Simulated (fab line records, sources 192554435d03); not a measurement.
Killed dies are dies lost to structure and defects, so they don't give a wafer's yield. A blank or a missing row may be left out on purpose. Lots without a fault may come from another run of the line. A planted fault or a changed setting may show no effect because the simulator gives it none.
Chamber matching | flow n5_finfet | N5_MOL_CONTACT_COAG_DESCUM_45 on rie_diel-02: 4 sister chambers
The step chemistry O2, time 7 s. 14 wafers are shown with their chamber, then 7 later ones without.

WAFERS WITH THEIR CHAMBER
wafer  | chamber | drypump_motor_current_A (A) | showerhead_plenum_p_Torr (Torr) | oes_product_au (a.u.)
L078.2 | 1       | 5.3                         | 2.13                            | 0.89
L078.3 | 0       | 5.8                         | 2.00                            | 0.73
L078.6 | 1       | 5.3                         | 2.13                            | 0.89
L079.1 | 2       | 6.2                         | 2.22                            | 0.83
L079.2 | 1       | 5.2                         | 2.13                            | 0.89
L079.5 | 2       | 6.2                         | 2.22                            | 0.83
L085.3 | 1       | 5.2                         | 2.13                            | 0.86
L085.5 | 3       | 5.7                         | 2.14                            | 0.94
L085.6 | 0       | 5.8                         | 1.99                            | 0.72
L086.1 | 2       | 6.2                         | 2.21                            | 0.82
L086.3 | 0       | 5.8                         | 1.99                            | 0.72
L086.4 | 1       | 5.2                         | 2.12                            | 0.86
L093.2 | 2       | 6.2                         | 2.20                            | 0.80
L093.4 | 1       | 5.2                         | 2.12                            | 0.83

SIGNATURES (means of the wafers above)
reading                  | chamber 0 | chamber 1 | chamber 2 | chamber 3 | scatter within a chamber
drypump_motor_current_A  | 5.800     | 5.233     | 6.200     | 5.700     | 0.0365
showerhead_plenum_p_Torr | 1.9933    | 2.1267    | 2.2125    | 2.1400    | 0.00689
oes_product_au           | 0.7233    | 0.8700    | 0.8200    | 0.9400    | 0.0191
Rule: a wafer's distance from a chamber is the root of the sum, over the readings, of the square of ((its reading less the chamber's mean) divided by the reading's scatter). The wafer belongs to the nearest chamber; if the next one is less than 2 further off, it can't be placed. The scatter: the root of (the sum of the squares of (reading less its chamber's mean) over the shown wafers, divided by (wafers less chambers)).

WAFERS WITHOUT THEIR CHAMBER
wafer  | drypump_motor_current_A (A) | showerhead_plenum_p_Torr (Torr) | oes_product_au (a.u.)
L093.6 | 5.7                         | 2.13                            | 0.89
L095.1 | 5.7                         | 2.13                            | 0.88
L095.3 | 5.8                         | 1.98                            | 0.70
L095.6 | 5.7                         | 2.13                            | 0.88
L096.1 | 5.2                         | 2.12                            | 0.83
L096.4 | 5.8                         | 1.98                            | 0.70
L096.5 | 5.7                         | 2.13                            | 0.88

WHICH CHAMBER EACH WENT THROUGH
wafer  | from the rows above | in truth
L093.6 | 3                   | 3
L095.1 | 3                   | 3
L095.3 | 0                   | 0
L095.6 | 3                   | 3
L096.1 | 1                   | 1
L096.4 | 0                   | 0
L096.5 | 3                   | 3
Placed correctly: 7 of 7. Can't be placed from these rows: 0. Placed wrongly: 0.
